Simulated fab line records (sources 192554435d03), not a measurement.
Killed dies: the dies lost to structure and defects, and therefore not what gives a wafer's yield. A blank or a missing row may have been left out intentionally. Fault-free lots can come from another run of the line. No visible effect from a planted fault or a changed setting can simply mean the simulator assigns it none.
fab line records	flow n5Finfet
record lots=10	wafers=30	lastDay=17
route steps=1938 shown SD_ACTIVATION@334 ILD0@335 SDB@347 BEOL_M4@1111 PASSIVATION@1936
lots untouched by any fault: they come from a run of this same line in which no faults occurred
startH: hours from the record's first day to the start of the lot's first wafer shown	waitH: hours since the lot's step before	" identical to the entry in the row above	L1.1+2: several wafers, shown together as one row	- either no value or no given start	* or withheld: withheld	< > ~ a bound
route shown NAME@n: names a module that has steps shown in the file, with the first one's number in the route	usual: mean/standard deviation taken from wafers without a fault	same: alike in all rows	chamber/n: place in a boat	sites: readings site by site	_std_site: standard deviation across them	_edge_site: the outer-site mean with the inner-site mean subtracted	radiusMm: for every site, how far away it sits from the centre of the wafer	mask NAME#n: copy n	behind: the last tool/chamber to shape the wafer	hold: reason for holding the lot/hours on hold/outcome of the hold	device: whichever transistor did not switch (one of n, p or np)	end of line: tests run on the same wafers once the route is complete	a step with no rows: only its recipe	killed: not the wafer's yield, but the dies lost to structure and defects at the first sort	map: dies across one wafer; x = killed, . = not, _ = none there
set.NAME: the setting the step ran with; set.NAME@STEP: the setting that earlier step ran with	model.NAME: the simulator's own value behind a step, which no gauge read
one table for each step of the route and one row for each wafer, over a sample of lots
services: the hour from which a tool's chamber was out of use, counted from the record's first day as startH (under 0 if before that day), plus the number of hours and why
## steps
# step N5_SD_ACTIVATION_INSPECT_02
# recipe inspectInstrument=darkfield	mode=postAnneal
# usual rawDefectCount=180/39
lot.wafer	tool	chamber	startH	waitH	rawDefectCount
L925.3	defectInspect-01	-	70.71	0.1	154
L925.4	"	-	"	"	186
L925.6	"	-	"	"	207
L927.2	defectInspect-01	-	82.72	0.1	178
L927.4	"	-	"	"	182
L927.5	"	-	"	"	122
L928.2	defectInspect-02	-	89.07	0.1	189
L928.3	"	-	"	"	160
L928.5	"	-	"	"	181
L930.1	defectInspect-02	-	101.39	0.2	166
L930.3	"	-	"	"	216
L930.6	"	-	"	"	165
L932.1	defectInspect-02	-	111.84	0.2	159
L932.4	"	-	"	"	239
L932.5	"	-	"	"	204
L935.1	defectInspect-02	-	134.64	0.2	146
L935.3	"	-	"	"	187
L935.5	"	-	"	"	255
L936.2	defectInspect-02	-	135.70	0.1	161
L936.4	"	-	"	"	166
L936.5	"	-	"	"	149
L940.1	defectInspect-02	-	162.16	0.2	146
L940.2	"	-	"	"	142
L940.4	"	-	"	"	179
L943.1	defectInspect-01	-	178.79	0.2	126
L943.2	"	-	"	"	130
L943.3	"	-	"	"	144
L944.2	defectInspect-01	-	183.41	0.1	230
L944.4	"	-	"	"	179
L944.6	"	-	"	"	245
# step N5_ILD0_LINER_00
# recipe material=SiNx	targetThkA=40	tempC=400	aldPrecursorFamily=SiH2I2	aldCoReactant=N2/H2-plasma	pulseTimeS=1	purgeTimeS=2	coReactantPurgeTimeS=2	aldCycles=80	pressureTorr=2
# usual heaterPowerW=855/99	precursorPulseHeightRel=1.001/0.021
lot.wafer	tool	chamber	startH	waitH	heaterPowerW	precursorPulseHeightRel
L925.3	aldSin-01	1	70.82	0.1	905	0.994
L925.4	"	3	"	"	699	1.004
L925.6	"	2	"	"	898	0.985
L927.2	aldSin-03	1	82.76	0.0	943	1.000
L927.4	"	3	"	"	900	1.009
L927.5	"	1	"	"	918	1.002
L928.2	aldSin-04	2	89.56	0.5	797	0.997
L928.3	"	1	"	"	747	1.012
L928.5	"	2	"	"	804	1.003
L930.1	aldSin-01	3	101.43	0.0	668	0.974
L930.3	"	0	"	"	1074	0.998
L930.6	"	0	"	"	1081	0.988
L932.1	aldSin-03	3	111.87	0.0	890	0.966
L932.4	"	1	"	"	906	0.981
L932.5	"	0	"	"	908	0.993
L935.1	aldSin-04	0	135.11	0.5	805	0.991
L935.3	"	2	"	"	795	1.016
L935.5	"	2	"	"	793	1.008
L936.2	aldSin-03	1	135.73	0.0	923	1.001
L936.4	"	3	"	"	877	0.971
L936.5	"	2	"	"	787	1.007
L940.1	aldSin-04	1	162.20	0.0	722	1.022
L940.2	"	0	"	"	789	1.023
L940.4	"	2	"	"	820	1.003
L943.1	aldSin-01	0	180.19	1.4	1059	1.028
L943.2	"	1	"	"	882	1.020
L943.3	"	2	"	"	865	0.996
L944.2	aldSin-01	0	184.58	1.2	1074	1.007
L944.4	"	3	"	"	667	1.021
L944.6	"	0	"	"	1089	0.971
# step N5_ILD0_INSPECT_06
# recipe inspectInstrument=darkfield	mode=postCmp
# usual rawDefectCount=37/17
lot.wafer	tool	chamber	startH	waitH	rawDefectCount
L925.3	defectInspect-01	-	77.06	0.0	23
L925.4	"	-	"	"	32
L925.6	"	-	"	"	30
L927.2	defectInspect-02	-	90.22	0.0	81
L927.4	"	-	"	"	60
L927.5	"	-	"	"	83
L928.2	defectInspect-02	-	95.82	0.0	37
L928.3	"	-	"	"	32
L928.5	"	-	"	"	16
L930.1	defectInspect-01	-	107.67	0.0	48
L930.3	"	-	"	"	27
L930.6	"	-	"	"	46
L932.1	defectInspect-01	-	118.12	0.0	33
L932.4	"	-	"	"	17
L932.5	"	-	"	"	38
L935.1	defectInspect-01	-	141.33	0.0	39
L935.3	"	-	"	"	24
L935.5	"	-	"	"	29
L936.2	defectInspect-02	-	142.01	0.0	41
L936.4	"	-	"	"	54
L936.5	"	-	"	"	63
L940.1	defectInspect-02	-	168.42	0.0	24
L940.2	"	-	"	"	23
L940.4	"	-	"	"	32
L943.1	defectInspect-02	-	187.42	0.0	23
L943.2	"	-	"	"	23
L943.3	"	-	"	"	37
L944.2	defectInspect-02	-	190.88	0.0	22
L944.4	"	-	"	"	40
L944.6	"	-	"	"	32
# step N5_SDB_HM_DEP_00
# recipe material=SiNx	targetThkA=400	tempC=400	precursor=SiH4/NH3/N2	pressureTorr=1.5	rfW=300	timeS=35.3
# usual heaterPowerW=745/100	showerheadPlenumPTorr=5.18/0.04	throttleValvePct=40/3.1
lot.wafer	tool	chamber	startH	waitH	heaterPowerW	showerheadPlenumPTorr	throttleValvePct
L925.3	pecvd-02	2	77.09	0.0	669	5.26	41
L925.4	"	1	"	"	575	5.15	47
L925.6	"	0	"	"	814	5.16	38
L927.2	pecvd-02	1	90.26	0.0	556	5.15	46
L927.4	"	1	"	"	560	5.15	47
L927.5	"	0	"	"	794	5.17	38
L928.2	pecvd-01	1	95.86	0.0	690	5.19	40
L928.3	"	2	"	"	822	5.15	35
L928.5	"	2	"	"	803	5.15	35
L930.1	pecvd-04	0	107.74	0.1	771	5.24	42
L930.3	"	2	"	"	865	5.12	36
L930.6	"	0	"	"	788	5.24	42
L932.1	pecvd-02	2	118.16	0.0	598	5.23	41
L932.4	"	1	"	"	500	5.17	47
L932.5	"	2	"	"	598	5.25	41
L935.1	pecvd-02	0	141.36	0.0	830	5.17	38
L935.3	"	0	"	"	804	5.19	38
L935.5	"	2	"	"	633	5.24	41
L936.2	pecvd-04	0	142.04	0.0	791	5.24	42
L936.4	"	1	"	"	692	5.13	41
L936.5	"	2	"	"	737	5.12	37
L940.1	pecvd-01	2	168.46	0.0	858	5.15	36
L940.2	"	0	"	"	867	5.16	37
L940.4	"	2	"	"	869	5.15	36
L943.1	pecvd-01	1	187.45	0.0	734	5.18	40
L943.2	"	0	"	"	733	5.15	37
L943.3	"	1	"	"	745	5.18	40
L944.2	pecvd-01	1	190.92	0.0	734	5.20	40
L944.4	"	0	"	"	854	5.15	37
L944.6	"	0	"	"	870	5.14	37
# step N5_SDB_INSPECT_13
# recipe mode=adi	inspectInstrument=brightfield
# usual rawDefectCount=79/39
lot.wafer	tool	chamber	startH	waitH	rawDefectCount
L925.3	defectInspect-01	-	77.60	0.0	126
L925.4	"	-	"	"	74
L925.6	"	-	"	"	110
L927.2	defectInspect-02	-	90.77	0.0	93
L927.4	"	-	"	"	136
L927.5	"	-	"	"	144
L928.2	defectInspect-01	-	96.24	0.0	77
L928.3	"	-	"	"	34
L928.5	"	-	"	"	40
L930.1	defectInspect-02	-	108.12	0.0	75
L930.3	"	-	"	"	38
L930.6	"	-	"	"	38
L932.1	defectInspect-01	-	118.66	0.0	131
L932.4	"	-	"	"	134
L932.5	"	-	"	"	43
L935.1	defectInspect-01	-	141.91	0.0	148
L935.3	"	-	"	"	80
L935.5	"	-	"	"	1235
L936.2	defectInspect-02	-	142.42	0.0	28
L936.4	"	-	"	"	34
L936.5	"	-	"	"	36
L940.1	defectInspect-01	-	168.84	0.0	79
L940.2	"	-	"	"	91
L940.4	"	-	"	"	96
L943.1	defectInspect-01	-	187.99	0.0	84
L943.2	"	-	"	"	98
L943.3	"	-	"	"	119
L944.2	defectInspect-01	-	191.45	0.0	67
L944.4	"	-	"	"	85
L944.6	"	-	"	"	36
# step N5_BEOL_M4_RC_MEAS_101
# usual DIBL_N=36.2/1.5	DIBL_P=36.2/1.7	IOFF_N=0.155/0.021	IOFF_P=0.216/0.026	ION_N=674/11	ION_P=464/6.8	SS_N=71.5/0.56	SS_P=73.3/0.6	VT_N=250.2/2.6	VT_P=-249.3/2.5
lot.wafer	tool	chamber	startH	waitH	DIBL_N[mV/V]	DIBL_P[mV/V]	IOFF_N[nA/um]	IOFF_P[nA/um]	ION_N[uA/um]	ION_P[uA/um]	SS_N[mV/dec]	SS_P[mV/dec]	VT_N[mV]	VT_P[mV]
L925.3	prober-01	0	178.64	0.3	36.1	36.1	0.164	0.235	669	464	71.8	73.6	247.7	-247.4
L925.4	"	0	"	"	33.8	33.9	0.140	0.190	677	470	71.4	72.2	251.1	-251.2
L925.6	"	0	"	"	35.9	36.0	0.167	0.228	660	462	72.2	74.4	247.7	-248.1
L927.2	prober-01	0	191.63	0.2	37.9	35.0	0.143	0.214	660	455	71.5	74.1	253.3	-249.4
L927.4	"	0	"	"	37.4	34.1	0.141	0.199	654	451	71.2	73.2	253.1	-248.9
L927.5	"	0	"	"	38.8	36.2	0.162	0.236	656	458	71.5	74.1	249.7	-248.5
L928.2	prober-02	0	195.41	0.2	36.6	37.6	0.171	0.210	688	463	71.6	73.2	250.8	-253.2
L928.3	"	0	"	"	35.7	35.8	0.152	0.195	660	457	71.5	73.6	254.5	-252.2
L928.5	"	0	"	"	36.9	37.4	0.170	0.208	671	458	71.8	73.9	248.4	-254.2
L930.1	prober-02	0	202.61	0.0	38.5	38.2	0.196	0.274	668	458	72.3	73.6	248.9	-246.0
L930.3	"	0	"	"	37.1	37.8	0.172	0.262	672	471	72.3	74.3	248.0	-247.3
L930.6	"	0	"	"	36.1	36.3	0.163	0.241	688	472	71.6	74.4	246.4	-247.0
L932.1	prober-01	0	217.26	0.0	33.5	34.8	0.125	0.189	662	458	71.1	72.1	253.4	-251.0
L932.4	"	0	"	"	33.4	33.9	0.124	0.173	663	461	71.0	72.5	252.7	-254.0
L932.5	"	0	"	"	34.9	35.8	0.144	0.193	662	450	70.9	72.3	252.0	-252.1
L935.1	prober-02	0	241.05	0.0	36.9	36.2	0.154	0.235	662	463	71.2	72.6	250.8	-246.5
L935.3	"	0	"	"	39.5	39.9	0.221	0.302	689	479	71.5	73.6	242.6	-245.0
L935.5	"	0	"	"	36.4	36.4	0.158	0.239	690	473	72.1	72.4	247.0	-247.0
L936.2	prober-02	0	247.08	0.2	34.9	34.1	0.136	0.184	666	463	71.4	73.4	250.5	-250.3
L936.4	"	0	"	"	37.9	36.4	0.192	0.229	694	468	71.6	73.6	244.8	-249.0
L936.5	"	0	"	"	37.9	37.6	0.188	0.252	679	470	71.8	73.8	246.0	-246.1
L940.1	prober-01	0	271.15	0.0	35.3	35.2	0.145	0.212	668	471	70.9	73.3	250.6	-246.6
L940.2	"	0	"	"	35.6	36.4	0.159	0.239	680	476	71.2	73.7	248.2	-248.1
L940.4	"	0	"	"	37.2	37.6	0.184	0.257	686	473	72.1	73.9	248.1	-246.3
L943.1	prober-02	0	286.88	0.0	39.7	38.9	0.181	0.247	675	457	72.4	74.0	249.7	-246.9
L943.2	"	0	"	"	38.4	37.6	0.163	0.224	681	466	71.9	72.7	249.6	-248.6
L943.3	"	0	"	"	36.9	35.6	0.139	0.201	684	471	72.0	72.5	251.3	-249.3
L944.2	prober-01	0	303.72	0.2	38.5	37.4	0.169	0.240	682	472	71.6	74.0	249.8	-248.0
L944.4	"	0	"	"	37.8	36.8	0.157	0.241	660	463	72.0	74.0	250.4	-248.8
L944.6	"	0	"	"	38.0	36.3	0.160	0.234	666	460	71.7	73.9	249.1	-248.1
# step N5_PASSIVATION_PROBE_49
# usual defectLimitedYield=91.3/1.3	killed_at_M0_to_M3=32/11	killed_at_M4_up=15/5.6	killedAtContacts=12/6	killedAtFrontEnd=40/11	killedAtOther=3.5/2.6	killedDies=102/15	killedOnRim=13/3.4	killedOpen=67/12	killedShort=34/7.3	sort_bin_5_function=5.1/0.85	sort_bin_6_memory=3.2/0.61	sortNPass=1078/15	sortYieldPct=91.3/1.3
# same grossDies=1180	killedAtBackSide=0	sort_bin_4_leakage[%]=0	sort_bin_8_speed[%]=0
lot.wafer	tool	chamber	startH	waitH	defectLimitedYield[%]	killed_at_M0_to_M3	killed_at_M4_up	killedAtContacts	killedAtFrontEnd	killedAtOther	killedDies	killedOnRim	killedOpen	killedShort	sort_bin_5_function[%]	sort_bin_6_memory[%]	sortNPass	sortYieldPct[%]
L928.2	prober-01	-	304.55	0.2	90.2	48	9	9	50	0	116	8	76	40	6.1	3.3	1064	90.2
L928.3	prober-01	-	304.60	0.3	90.3	49	18	5	41	1	114	11	57	56	5.3	4.0	1066	90.3
L928.5	prober-01	-	304.70	0.4	90.2	46	12	12	44	2	116	14	67	48	5.5	4.2	1064	90.2
L932.1	prober-01	-	319.94	0.0	90.7	20	9	18	56	7	110	15	65	36	4.9	3.8	1070	90.7
L932.4	prober-01	-	320.09	0.2	90.3	42	9	18	44	2	115	20	66	47	6.4	2.9	1065	90.3
L932.5	prober-01	-	320.14	0.2	89.7	39	16	10	52	5	122	15	73	46	6.4	3.6	1058	89.7
L935.1	prober-02	-	339.92	0.0	92.1	34	14	0	45	0	93	17	63	30	5.0	2.6	1087	92.1
L935.3	prober-02	-	340.02	0.1	91.4	27	19	9	46	1	102	15	63	39	5.3	3.1	1078	91.4
L935.5	prober-02	-	340.12	0.2	87.0	30	10	6	100	7	153	29	72	27	6.6	4.4	1027	87.0
# killed by level:class
L928.2 FIN_SAQP:geometricParticle:short=15 FIN_SAQP:geometricParticle:open=14 BEOL_M2:geometricParticle:open=10 BEOL_M3:geometricParticle:open=8 BEOL_M1:geometricParticle:open=7 STI_FIN_REVEAL:geometricParticle:open=7 BEOL_M0_SAQP:geometricParticle:open=7 BEOL_M1:geometricParticle:short=6
L928.3 FIN_SAQP:geometricParticle:short=12 BEOL_M0_SAQP:geometricParticle:short=10 BEOL_M0_SAQP:geometricParticle:open=10 BEOL_M1:geometricParticle:short=8 BEOL_M2:geometricParticle:open=8 DUMMY_GATE:geometricParticle:open=7 BEOL_M1:geometricParticle:open=7 BEOL_M4:geometricParticle:short=6
L928.5 FIN_SAQP:geometricParticle:short=17 MOL_CONTACT_COAG:geometricParticle:open=10 BEOL_M2:geometricParticle:open=9 BEOL_M1:geometricParticle:short=8 FIN_SAQP:geometricParticle:open=7 BEOL_M3:geometricParticle:open=7 BEOL_M1:geometricParticle:open=6 DUMMY_GATE:geometricParticle:open=5
L932.1 MOL_CONTACT_COAG:geometricParticle:open=14 DUMMY_GATE:geometricParticle:open=11 BEOL_M0_SAQP:geometricParticle:short=9 FIN_SAQP:geometricParticle:open=8 GATE_CUT:geometricParticle:short=7 BEOL_M0_SAQP:geometricParticle:open=6 FIN_SAQP:geometricParticle:short=5 STI_FIN_REVEAL:geometricParticle:open=5
L932.4 BEOL_M0_SAQP:geometricParticle:short=21 MOL_CONTACT_COAG:geometricParticle:open=14 FIN_SAQP:geometricParticle:open=10 BEOL_M3:geometricParticle:open=10 BEOL_M0_SAQP:geometricParticle:open=9 STI_FIN_REVEAL:geometricParticle:open=8 FIN_SAQP:geometricParticle:short=6 MOL_CONTACT_COAG:geometricParticle:short=4
L932.5 BEOL_M0_SAQP:geometricParticle:short=16 FIN_SAQP:geometricParticle:short=12 FIN_SAQP:geometricParticle:open=10 BEOL_M0_SAQP:geometricParticle:open=10 MOL_CONTACT_COAG:geometricParticle:open=8 STI_FIN_REVEAL:geometricParticle:open=7 DUMMY_GATE:geometricParticle:open=6 BEOL_M2:geometricParticle:open=6
L935.1 FIN_SAQP:geometricParticle:short=13 STI_FIN_REVEAL:geometricParticle:open=11 BEOL_M2:geometricParticle:open=10 BEOL_M0_SAQP:geometricParticle:open=8 FIN_SAQP:geometricParticle:open=7 BEOL_M4:geometricParticle:open=6 BEOL_M3:geometricParticle:open=5 BEOL_M4:geometricParticle:short=5
L935.3 FIN_SAQP:geometricParticle:open=13 FIN_SAQP:geometricParticle:short=10 MOL_CONTACT_COAG:geometricParticle:open=8 BEOL_M4:geometricParticle:open=8 STI_FIN_REVEAL:geometricParticle:open=7 BEOL_M2:geometricParticle:open=5 BEOL_M0_SAQP:geometricParticle:short=4 BEOL_M0_SAQP:geometricParticle:open=4
L935.5 SDB:unspecified=54 STI_FIN_REVEAL:geometricParticle:open=16 FIN_SAQP:geometricParticle:open=13 BEOL_M1:geometricParticle:open=8 BEOL_M3:geometricParticle:open=7 BEOL_M4:geometricParticle:open=6 FIN_SAQP:geometricParticle:short=5 DUMMY_GATE:geometricParticle:open=5
## services
tool	chamber	startH	hours	kind
aldSin-01	-	85.25	14.0	pm
aldSin-01	0	85.25	14.0	ventCycle
aldSin-01	1	85.25	14.0	ventCycle
aldSin-01	2	85.25	14.0	ventCycle
aldSin-01	3	85.25	14.0	ventCycle
aldSin-01	0	99.25	-	clean
aldSin-01	1	99.25	-	clean
aldSin-01	2	99.25	-	clean
aldSin-01	3	99.25	-	clean
pecvd-02	-	102.44	2.0	repair
pecvd-01	1	133.41	2.1	scheduledDown
pecvd-02	1	141.12	5.5	scheduledDown
pecvd-04	-	166.20	2.8	pm
pecvd-01	2	174.39	2.1	scheduledDown
aldSin-03	-	176.75	14.0	pm
aldSin-03	0	176.75	14.0	ventCycle
aldSin-03	1	176.75	14.0	ventCycle
aldSin-03	2	176.75	14.0	ventCycle
aldSin-03	3	176.75	14.0	ventCycle
pecvd-01	2	179.53	17.8	repair
pecvd-02	1	180.61	3.7	repair
aldSin-03	0	190.75	-	clean
aldSin-03	1	190.75	-	clean
aldSin-03	2	190.75	-	clean
## key
firstSign step=N5_SDB_INSPECT_13	reading=rawDefectCount	direction=up	sigmas=30	usual=79	struck=1235
effect step=N5_PASSIVATION_PROBE_49	reading=killedAtFrontEnd	direction=up	sigmas=5.7	usual=40	struck=100
moreKillsBornAt N5_SDB_HM_DEP_00@pecvd-02=54
metAt N5_SDB_HM_DEP_00
struckLots L935
struckWafers L935.5
notActingAt N5_SD_ACTIVATION_INSPECT_02,N5_ILD0_LINER_00,N5_ILD0_INSPECT_06
onsetBetween 118.16 141.36
fault kind=chamberParticleSource	tool=pecvd-02	chamber=2	onsetH=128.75	steps=N5_SDB_HM_DEP_00	ratePerVisitCm2=1.9142	endH=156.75
